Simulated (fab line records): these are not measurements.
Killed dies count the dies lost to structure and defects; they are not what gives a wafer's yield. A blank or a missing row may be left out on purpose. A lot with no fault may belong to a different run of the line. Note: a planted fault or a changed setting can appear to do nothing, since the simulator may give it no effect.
What tool caused it? + flow nand harc + Sampling: 13 lots, 38 wafers, 5 of 1302 route steps

WHAT THE GAUGES READ, wafer by wafer
NHARC_A_ONON_D2_THK_MEAS_02: measures by ellipsometry. Usual: thk nm 999 nm, standard deviation 8.9.
| lot  | measured     | on            | thk nm (nm)    | flag |
|------|--------------|---------------|----------------|------|
| L625 | day 13 14:53 | film metro-01 | 1008 1007 1006 |      |
| L627 | day 14 03:20 | film metro-02 | 1006 1007 1006 |      |
| L626 | day 14 03:09 | film metro-02 | 990 990 989    |      |
| L628 | day 14 02:59 | film metro-01 | 1005 1005 1005 |      |
| L630 | day 15 04:43 | film metro-01 | 985 983 984    |      |
| L631 | day 15 20:38 | film metro-01 | 998 999 999    |      |
| L632 | day 16 08:35 | film metro-01 | 1008 1009 1008 |      |
| L633 | day 16 17:50 | film metro-01 | 980 980 981    |      |
| L637 | day 18 09:06 | film metro-01 | 992 989 991    |      |
| L636 | day 18 08:45 | film metro-01 | 992 995        |      |
| L644 | day 21 00:40 | film metro-02 | 996 997 995    |      |
| L645 | day 21 06:50 | film metro-02 | 994 995 994    |      |
| L646 | day 21 22:45 | film metro-02 | 1017 1016 1016 |      |

NHARC_END_SORT_01. Usual: killed at array 59, standard deviation 17; killed at other 0.9, standard deviation 1.6; killed at periphery 3.7, standard deviation 2.3; killed dies 64, standard deviation 17; killed open 3.3, standard deviation 1.8; killed short 2.4, standard deviation 1.6.
| lot  | measured     | on        | killed at array | killed at other | killed at periphery | killed dies | killed open | killed short | flag |
|------|--------------|-----------|-----------------|-----------------|---------------------|-------------|-------------|--------------|------|
| L625 | day 25 21:01 | prober-01 | 43 47 40        | 0 0 0           | 2 3 1               | 45 50 41    | 3 2 0       | 1 5 3        |      |
| L627 | day 25 21:14 | prober-02 | 39 50 36        | 0 1 0           | 4 2 5               | 43 53 41    | 5 4 2       | 3 4 4        |      |
| L626 | day 26 05:42 | prober-01 | 86 79 96        | 3 1 6           | 5 4 7               | 94 84 109   | 1 1 0       | 3 1 2        |      |
| L628 | day 26 05:04 | prober-02 | 43 59 39        | 0 0 0           | 3 4 3               | 46 63 42    | 5 4 4       | 4 1 3        |      |
| L630 | day 26 19:40 | prober-02 | 47 63 59        | 5 4 8           | 2 2 3               | 54 69 70    | 4 2 5       | 4 2 2        |      |
| L631 | day 27 20:43 | prober-02 | 39 73 67        | 0 0 0           | 6 9 10              | 45 82 77    | 1 3 3       | 0 5 2        |      |
| L632 | day 28 19:49 | prober-01 | 67 78 67        | 5 2 1           | 6 3 7               | 78 83 75    | 3 5 3       | 3 1 4        |      |
| L633 | day 29 04:44 | prober-01 | 42 50 43        | 0 0 0           | 5 7 5               | 47 57 48    | 4 3 3       | 3 1 2        |      |
| L637 | day 30 13:58 | prober-01 | 44 49 42        | 1 0 0           | 9 12 7              | 54 61 49    | 3 1 4       | 2 3 3        |      |
| L636 | day 30 04:33 | prober-01 | 61 66           | 0 1             | 4 0                 | 65 67       | 3 4         | 4 2          |      |
| L644 | day 32 20:30 | prober-01 | 80 66 83        | 1 0 0           | 3 8 7               | 84 74 90    | 7 6 6       | 5 2 6        |      |
| L645 | day 32 21:00 | prober-02 | 39 34 44        | 1 1 0           | 2 5 6               | 42 40 50    | 1 3 1       | 0 3 3        |      |
| L646 | day 33 19:35 | prober-02 | 66 76 68        | 1 0 2           | 1 4 3               | 68 80 73    | 2 8 1       | 3 6 2        |      |

TOOL THAT RAN EACH LOT (tool first, then ch and the chambers of the sampled wafers, then the start)
| lot  | NHARC_A_CHANNEL_FILL_D1_STRIP_28   | NHARC_A_CHANNEL_FILL_D1_CMP_10 | NHARC_A_DECK1_JOINT_ETCHBACK_00  |
|------|------------------------------------|--------------------------------|----------------------------------|
| L625 | rie diel-04 ch 1,3, day 11 05:07   | cmp-03 ch 0,1,2, day 12 04:35  | rie si-05 ch 0,1,2, day 12 16:10 |
| L627 | rie diel-04 ch 0,3, day 11 12:53   | cmp-02 ch 0,1,2, day 12 19:01  | rie si-01 ch 1,3, day 13 06:10   |
| L626 | rie diel-10 ch 1,2,3, day 11 12:53 | cmp-03 ch 0,2,3, day 12 12:42  | rie si-06 ch 0,1, day 13 01:13   |
| L628 | rie diel-04 ch 0,1,3, day 11 20:55 | cmp-03 ch 0,1,2, day 12 19:03  | rie si-06 ch 0,2,3, day 13 06:10 |
| L630 | rie diel-10 ch 1,2, day 12 17:47   | cmp-04 ch 2,3, day 13 16:47    | rie si-06 ch 1,2,3, day 14 04:22 |
| L631 | rie diel-05 ch 1,2,3, day 13 07:24 | cmp-03 ch 0,2,3, day 14 09:04  | rie si-05 ch 1,2,3, day 14 20:02 |
| L632 | rie diel-10 ch 0,1, day 13 17:51   | cmp-04 ch 1,2,3, day 14 17:06  | rie si-05 ch 0,1, day 15 04:14   |
| L633 | rie diel-05 ch 0,1,2, day 14 00:55 | cmp-03 ch 1,2,3, day 15 03:16  | rie si-06 ch 0,2,3, day 15 14:23 |
| L637 | rie diel-05 ch 0,1, day 15 21:56   | cmp-03 ch 0,2,3, day 16 20:53  | rie si-05 ch 0,1,3, day 17 08:40 |
| L636 | rie diel-10 ch 0,3, day 16 01:23   | cmp-03 ch 1,2, day 17 00:32    | rie si-05 ch 1,3, day 17 11:43   |
| L644 | rie diel-04 ch 0,1,3, day 18 15:16 | cmp-03 ch 0,1,2, day 19 14:29  | rie si-01 ch 0,2, day 20 01:43   |
| L645 | rie diel-04 ch 0,2,3, day 18 19:54 | cmp-03 ch 0,1,3, day 19 18:55  | rie si-06 ch 0,1,2, day 20 06:03 |
| L646 | rie diel-05 ch 0,1,3, day 19 10:55 | cmp-04 ch 0,2,3, day 20 11:04  | rie si-05 ch 2,3, day 20 22:12   |
- NHARC_A_CHANNEL_FILL_D1_STRIP_28: strips in O2, time 20 s.
- NHARC_A_CHANNEL_FILL_D1_CMP_10: polishes, target thk 150 nm.
- NHARC_A_DECK1_JOINT_ETCHBACK_00: etches the open film in HBr, target depth 30 nm, time 17.4 s.

AS READ BY THE TOOLS THEMSELVES (means over the sampled wafers that have a number; for cases with no such wafer, the mark the record gives instead)
NHARC_A_CHANNEL_FILL_D1_STRIP_28. Usual: drypump motor current A 5.9 A, standard deviation 0.46; oes product au 1.002 a.u., standard deviation 0.014; rf vpp V 58.0 V, standard deviation 0.87; showerhead plenum p Torr 3.62 Torr, standard deviation 0.13; throttle valve pct 17.036 %, standard deviation 0.0096.
| lot  | tool        | drypump motor current A (A) | oes product au (a.u.) | rf vpp V (V) | showerhead plenum p Torr (Torr) | throttle valve pct (%) | flag |
|------|-------------|-----------------------------|-----------------------|--------------|---------------------------------|------------------------|------|
| L625 | rie diel-04 | 5.7                         | 1.008                 | 58.0         | 3.67                            | 17.043                 |      |
| L627 | rie diel-04 | 6.2                         | 1.003                 | 58.4         | 3.73                            | 17.041                 |      |
| L626 | rie diel-10 | 5.9                         | 0.994                 | 58.1         | 3.53                            | 17.039                 |      |
| L628 | rie diel-04 | 5.9                         | 1.004                 | 58.2         | 3.66                            | 17.034                 |      |
| L630 | rie diel-10 | 5.7                         | 0.999                 | 58.7         | 3.63                            | 17.041                 |      |
| L631 | rie diel-05 | 6.2                         | 1.017                 | 59.1         | 3.69                            | 17.038                 |      |
| L632 | rie diel-10 | 5.6                         | 0.992                 | 57.7         | 3.62                            | 17.033                 |      |
| L633 | rie diel-05 | 5.6                         | 1.002                 | 58.1         | 3.71                            | 17.030                 |      |
| L637 | rie diel-05 | 5.6                         | 1.009                 | 58.3         | 3.68                            | 17.040                 |      |
| L636 | rie diel-10 | 5.8                         | 0.985                 | 58.0         | 3.55                            | 17.031                 |      |
| L644 | rie diel-04 | 5.9                         | 1.009                 | 58.4         | 3.65                            | 17.032                 |      |
| L645 | rie diel-04 | 6.3                         | 1.004                 | 58.3         | 3.63                            | 17.037                 |      |
| L646 | rie diel-05 | 5.9                         | 1.015                 | 58.3         | 3.65                            | 17.035                 |      |

NHARC_A_CHANNEL_FILL_D1_CMP_10. Usual: motor current A 11.7 A, standard deviation 0.96; slurry flow ml min 149.9, standard deviation 0.46; time to endpoint s 15 s, standard deviation 3.2.
| lot  | tool   | motor current A (A) | slurry flow ml min | time to endpoint s (s) | flag |
|------|--------|---------------------|--------------------|------------------------|------|
| L625 | cmp-03 | 12.1                | 150.0              | 15                     |      |
| L627 | cmp-02 | 11.8                | 150.3              | 20                     |      |
| L626 | cmp-03 | 11.1                | 149.7              | 15                     |      |
| L628 | cmp-03 | 12.1                | 149.6              | 14                     |      |
| L630 | cmp-04 | 10.5                | 150.1              | 14                     |      |
| L631 | cmp-03 | 11.6                | 149.7              | 15                     |      |
| L632 | cmp-04 | 10.9                | 149.6              | 13                     |      |
| L633 | cmp-03 | 12.3                | 149.8              | 18                     |      |
| L637 | cmp-03 | 11.7                | 149.8              | 14                     |      |
| L636 | cmp-03 | 12.0                | 150.1              | 18                     |      |
| L644 | cmp-03 | 11.9                | 150.2              | 14                     |      |
| L645 | cmp-03 | 11.9                | 150.2              | 12                     |      |
| L646 | cmp-04 | 11.1                | 150.3              | 14                     |      |

NHARC_A_DECK1_JOINT_ETCHBACK_00. Usual: drypump motor current A 5.8 A, standard deviation 0.55; oes product au 0.998 a.u., standard deviation 0.012; throttle valve pct 23.266 %, standard deviation 0.009.
| lot  | tool      | drypump motor current A (A) | oes product au (a.u.) | throttle valve pct (%) | flag |
|------|-----------|-----------------------------|-----------------------|------------------------|------|
| L625 | rie si-05 | 5.8                         | 0.996                 | 23.267                 |      |
| L627 | rie si-01 | 5.5                         | 1.007                 | 23.260                 |      |
| L626 | rie si-06 | 5.0                         | 1.002                 | 23.258                 |      |
| L628 | rie si-06 | 5.6                         | 0.984                 | 23.270                 |      |
| L630 | rie si-06 | 5.5                         | 0.998                 | 23.271                 |      |
| L631 | rie si-05 | 5.8                         | 0.992                 | 23.271                 |      |
| L632 | rie si-05 | 5.9                         | 0.995                 | 23.262                 |      |
| L633 | rie si-06 | 5.7                         | 0.993                 | 23.265                 |      |
| L637 | rie si-05 | 5.8                         | 0.925                 | 23.266                 | OFF  |
| L636 | rie si-05 | 5.6                         | 0.893                 | 23.267                 | OFF  |
| L644 | rie si-01 | 5.8                         | 1.001                 | 23.266                 |      |
| L645 | rie si-06 | 5.4                         | 1.008                 | 23.264                 |      |
| L646 | rie si-05 | 6.2                         | 0.989                 | 23.262                 |      |

THE ANSWER, worked out from the rows above alone
Rule: take the mean of a lot's wafers that have a number; if it is more than 3 standard deviations from the usual mean, the lot is off. Also off: a lot with no number at a reading for which 4 or more lots have one. All remaining lots with rows at the step are treated as sound. First the gauges in route order, then the tools' own readings, where a lot's mean is used as printed above. At the first step where some lot is off, the reading lying furthest off is the one used; lots without a number count as furthest.
Off at NHARC_A_DECK1_JOINT_ETCHBACK_00 (oes product au): L637, L636.
If a tool, at that step or one of the process steps before it, ran each lot that is off and ran no sound lot following the first of them, it fits. No candidate that was tried fits.

WHAT HAD BEEN PUT IN BY THE SIMULATOR
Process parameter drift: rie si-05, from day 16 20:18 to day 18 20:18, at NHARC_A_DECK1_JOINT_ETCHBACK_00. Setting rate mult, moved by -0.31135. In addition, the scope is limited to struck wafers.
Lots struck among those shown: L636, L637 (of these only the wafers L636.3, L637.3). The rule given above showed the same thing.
